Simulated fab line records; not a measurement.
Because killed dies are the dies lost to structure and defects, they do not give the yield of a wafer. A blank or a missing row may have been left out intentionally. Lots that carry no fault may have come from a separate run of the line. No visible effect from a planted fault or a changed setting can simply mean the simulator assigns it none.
Lot-split experiment || flow n5_finfet || route with 1938 steps; 7 lots, 21 wafers read

## ABOUT THE SPLIT
At N5_BEOL_M14_EXPOSE_07 (exposes mask V13), the setting dose_mj was moved away from the recipe's 57 on 11 of the 21 wafers read, by -7.3% to +7.4%. For the rest of the wafers, this setting stayed at what the recipe calls for.

## FROM THE SPLIT TO THE READING: what the file shows between them, 6 steps
- N5_BEOL_M14_PEB_08: peb time 90 s
- N5_BEOL_M14_DEVELOP_09: develop time 45 s
- N5_BEOL_M14_HARDBAKE_14: time 120 s
- N5_BEOL_M14_CD_MEAS_10: target cd 250 nm
- N5_BEOL_M14_STRIP_71: strips in post etch residue remover, time 60 s
- N5_BEOL_M14_SRD_72: time 30 s, dry time 30 s

## THE READING
cd_nm, in nm, at N5_BEOL_M14_CD_MEAS_17 (target cd 250 nm). A value of 250.9 nm with a standard deviation of 2.2 nm is what fault-free wafers of this fab line usually give.

{"wafer": "L080.1", "tool, chamber at the split": "krf_scanner-01, 0", "dose_mj as run": 58.92, "against the recipe": "+3.4%", "cd_nm, nm": 255.5, "against lot-mates on the recipe": "+4.8"}
{"wafer": "L080.4", "tool, chamber at the split": "krf_scanner-01, 0", "dose_mj as run": 57, "against the recipe": "recipe", "cd_nm, nm": 249.0, "against lot-mates on the recipe": "-"}
{"wafer": "L080.5", "tool, chamber at the split": "krf_scanner-01, 0", "dose_mj as run": 57, "against the recipe": "recipe", "cd_nm, nm": 252.3, "against lot-mates on the recipe": "-"}
{"wafer": "L083.2", "tool, chamber at the split": "krf_scanner-02, 0", "dose_mj as run": 57, "against the recipe": "recipe", "cd_nm, nm": 250.9, "against lot-mates on the recipe": "-"}
{"wafer": "L083.3", "tool, chamber at the split": "krf_scanner-02, 0", "dose_mj as run": 57, "against the recipe": "recipe", "cd_nm, nm": 255.4, "against lot-mates on the recipe": "-"}
{"wafer": "L083.4", "tool, chamber at the split": "krf_scanner-02, 0", "dose_mj as run": 57, "against the recipe": "recipe", "cd_nm, nm": 248.8, "against lot-mates on the recipe": "-"}
{"wafer": "L085.3", "tool, chamber at the split": "krf_scanner-01, 0", "dose_mj as run": 60.95, "against the recipe": "+6.9%", "cd_nm, nm": 259.5, "against lot-mates on the recipe": "+12.1"}
{"wafer": "L085.4", "tool, chamber at the split": "krf_scanner-01, 0", "dose_mj as run": 60.95, "against the recipe": "+6.9%", "cd_nm, nm": 259.6, "against lot-mates on the recipe": "+12.2"}
{"wafer": "L085.6", "tool, chamber at the split": "krf_scanner-01, 0", "dose_mj as run": 57, "against the recipe": "recipe", "cd_nm, nm": 247.4, "against lot-mates on the recipe": "-"}
{"wafer": "L084.3", "tool, chamber at the split": "krf_scanner-01, 0", "dose_mj as run": 52.83, "against the recipe": "-7.3%", "cd_nm, nm": 238.3, "against lot-mates on the recipe": -16.9}
{"wafer": "L084.4", "tool, chamber at the split": "krf_scanner-01, 0", "dose_mj as run": 57, "against the recipe": "recipe", "cd_nm, nm": 256.4, "against lot-mates on the recipe": "-"}
{"wafer": "L084.6", "tool, chamber at the split": "krf_scanner-01, 0", "dose_mj as run": 57, "against the recipe": "recipe", "cd_nm, nm": 254.0, "against lot-mates on the recipe": "-"}
{"wafer": "L076.1", "tool, chamber at the split": "krf_scanner-02, 0", "dose_mj as run": 57, "against the recipe": "recipe", "cd_nm, nm": 248.3, "against lot-mates on the recipe": "-"}
{"wafer": "L076.2", "tool, chamber at the split": "krf_scanner-02, 0", "dose_mj as run": 61.23, "against the recipe": "+7.4%", "cd_nm, nm": 260.0, "against lot-mates on the recipe": "+10.6"}
{"wafer": "L076.3", "tool, chamber at the split": "krf_scanner-02, 0", "dose_mj as run": 57, "against the recipe": "recipe", "cd_nm, nm": 250.5, "against lot-mates on the recipe": "-"}
{"wafer": "L090.1", "tool, chamber at the split": "krf_scanner-02, 0", "dose_mj as run": 59.63, "against the recipe": "+4.6%", "cd_nm, nm": 261.2, "against lot-mates on the recipe": "no lot-mate on the recipe"}
{"wafer": "L090.3", "tool, chamber at the split": "krf_scanner-02, 0", "dose_mj as run": 59.63, "against the recipe": "+4.6%", "cd_nm, nm": 259.2, "against lot-mates on the recipe": "no lot-mate on the recipe"}
{"wafer": "L090.4", "tool, chamber at the split": "krf_scanner-02, 0", "dose_mj as run": 59.63, "against the recipe": "+4.6%", "cd_nm, nm": 259.6, "against lot-mates on the recipe": "no lot-mate on the recipe"}
{"wafer": "L093.1", "tool, chamber at the split": "krf_scanner-02, 0", "dose_mj as run": 54.71, "against the recipe": "-4.0%", "cd_nm, nm": 240.5, "against lot-mates on the recipe": "no lot-mate on the recipe"}
{"wafer": "L093.3", "tool, chamber at the split": "krf_scanner-02, 0", "dose_mj as run": 54.71, "against the recipe": "-4.0%", "cd_nm, nm": 242.2, "against lot-mates on the recipe": "no lot-mate on the recipe"}
{"wafer": "L093.5", "tool, chamber at the split": "krf_scanner-02, 0", "dose_mj as run": 54.71, "against the recipe": "-4.0%", "cd_nm, nm": 240.2, "against lot-mates on the recipe": "no lot-mate on the recipe"}

FIT RESULTS
A straight line over all 21 wafers: cd_nm changes by +1.68 nm for each +1% of dose_mj; r = +0.92; the points scatter about the line by 2.8 nm.
The same after taking each lot's own level away (the mean of its wafers on the recipe; 15 wafers): +1.84 nm for each +1%; r = +0.96; scatter 2 nm.
Per that fit: largest dose_mj move, reading shift of 14 nm.
Across the lots, their own levels run from 247.40 to 255.20 nm, a range of 3.5 times the standard deviation given above.
The two slopes agree, so the slope changes little with the lot-to-lot level.
Check: +13.9 nm against its lot-mates is what the line predicts for one of the wafers moved furthest among these (+7.4%) when that wafer is left out of the fit. It came out at +10.6 nm against them.

## THESE WAFERS: OTHER SPLITS
Before the reading, these wafers also passed through other splits. Each is held against what the fit with the lots' levels taken away leaves over:
{"other split on the same wafers": "N5_BEOL_M8_COAT_22 spin_rpm", "wafers away from the commonest value": 4, "r with cd_nm (lot level and that fit taken away)": "+0.12"}
{"other split on the same wafers": "N5_BEOL_M8_ETCH_72 h2_flow_sccm", "wafers away from the commonest value": 7, "r with cd_nm (lot level and that fit taken away)": -0.09}
{"other split on the same wafers": "N5_BEOL_M9_ETCH_62 source_w", "wafers away from the commonest value": 5, "r with cd_nm (lot level and that fit taken away)": "+0.10"}
{"other split on the same wafers": "N5_BEOL_M10_COAT_05 spin_rpm", "wafers away from the commonest value": 3, "r with cd_nm (lot level and that fit taken away)": "+0.13"}
{"other split on the same wafers": "N5_BEOL_M11_EXPOSE_25 dose_mj", "wafers away from the commonest value": 10, "r with cd_nm (lot level and that fit taken away)": -0.02}
{"other split on the same wafers": "N5_BEOL_M12_CMP_49 down_force_psi", "wafers away from the commonest value": 8, "r with cd_nm (lot level and that fit taken away)": "+0.02"}
{"other split on the same wafers": "N5_BEOL_M13_DEP_53 time_s", "wafers away from the commonest value": 6, "r with cd_nm (lot level and that fit taken away)": -0.05}

## THE WHOLE CHAIN: every reading that the file lists as answering this split, in the file's order
{"step": "N5_BEOL_M14_CD_MEAS_10", "what it does": "target cd 250 nm", "reading": "cd_nm", "change (the file's fit)": "+1.7 nm for each +1% of the setting", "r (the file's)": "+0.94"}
{"step": "N5_BEOL_M14_CD_MEAS_17", "what it does": "target cd 250 nm", "reading": "cd_nm", "change (the file's fit)": "+1.8 nm for each +1% of the setting", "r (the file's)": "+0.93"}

## FILE'S OWN FIT
cd_nm changes by +1.8 nm for each +1% of dose_mj, r = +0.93.
